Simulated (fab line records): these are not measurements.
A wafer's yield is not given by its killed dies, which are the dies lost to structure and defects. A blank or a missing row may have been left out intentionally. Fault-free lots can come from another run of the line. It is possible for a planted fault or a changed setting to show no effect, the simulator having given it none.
Problem report, 8D (eight disciplines) form, completed by code || flow nand harc || the parts of the form that need people (team, actions taken, sign-off) are left out

1. THE ISSUE
Mean of killed at other at NHARC_END_SORT_01: 625.0 across 5 wafers in 3 lots; on wafers with no fault it is 0.8 (standard deviation 1.2). So: +99 or more standard deviations from the usual mean.
The first sign was on wafer L327.2 at day 28 23:28, on prober-02. Wafers with a number at this step in the record: 27, from 9 lots. By rule, "out" or "out of limits" means more than 4 standard deviations away from the usual mean. The other wafers with a number count as sound.

2. WHAT IT IS, WHAT IT ISN'T
{"question": "which readings at this step", "is": "killed at other, defect limited yield, killed dies", "is not": "killed at periphery, killed short"}
{"question": "which lots", "is": "L327, L329, L330", "is not": "L317, L319, L321, L322, L323, L328"}
{"question": "which wafers of those lots", "is": "L327.2, L327.4, L329.4, L330.1, L330.3", "is not": "L327.5, L329.2, L329.5, L330.4"}
{"question": "read on which gauges", "is": "prober-01, prober-02", "is not": "-"}
{"question": "when", "is": "from day 28 23:28", "is not": "up to then (18 sound wafers); but 4 sound wafers of L327, L329, L330 came after"}

3. THE SUSPECTS, EACH WITH WHAT RULES IT OUT
Counting: any tool at a process step up to the reading remains a suspect provided it ran every lot that is out. Sound lots after the first of them don't rule it out here, since some wafers of a struck lot are sound.
- the gauge at NHARC_END_SORT_01 is ruled out. The wafers that are out were read on 2 gauges (prober-01, prober-02).
- pecvd-04 at NHARC_THIN_TSV_DEP_43 (deposits SiO2, target thk 1328.5 nm): kept. It ran every lot that is out, first L327 (day 28 07:02); its last sound lot up to then is L328 (day 28 00:23).
- In pecvd-04 at NHARC_THIN_TSV_DEP_43, the wafers that are out were processed in chamber 1 and their sound lot-mates in chambers 0, 2.
The count leaves pecvd-04 at NHARC_THIN_TSV_DEP_43.

4. THE CAUSE (what the simulator had put in)
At NHARC_THIN_TSV_DEP_43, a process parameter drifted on pecvd-04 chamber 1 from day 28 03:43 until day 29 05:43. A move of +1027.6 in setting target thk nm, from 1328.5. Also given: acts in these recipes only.
This tool alone remained once counting was done.

5. THE CHAIN OF EFFECTS, in route order
Each row: a reading whose mean over the struck wafers that have a number lies more than 3 standard deviations from the usual. Readings are gone through only where the record gives a usual standard deviation; hours: the median, over the lots, of the time from a lot's start at the first step in this table giving one to that lot's start at this step; sigmas: the change measured in usual standard deviations.
{"hours": 0, "step": "NHARC_END_SORT_01", "reading": "defect limited yield", "usual": "90.6 %", "on struck wafers": 0.0, "change": -90.6, "sigmas": -31}
{"hours": 0, "step": "NHARC_END_SORT_01", "reading": "killed at other", "usual": 0.8, "on struck wafers": 625.0, "change": "+624.2", "sigmas": "+99 or more"}
{"hours": 0, "step": "NHARC_END_SORT_01", "reading": "killed dies", "usual": 63, "on struck wafers": 677, "change": "+614", "sigmas": "+31"}

6. HOW IT WOULD HAVE BEEN CAUGHT EARLIER
Counted from the fault's start at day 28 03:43, it took 20 hours until the first out-of-limits reading at a measuring or inspecting step in this record, taken at day 28 23:28.
No tool reading at NHARC_THIN_TSV_DEP_43 that has a usual standard deviation in the record was out on any struck wafer, so an alarm limit of 4 standard deviations on those readings would not have fired.
Of the lots that are out (3), L330 began NHARC_THIN_TSV_DEP_43 on pecvd-04 after day 28 23:28. Putting the tool on hold at that point would have spared it.
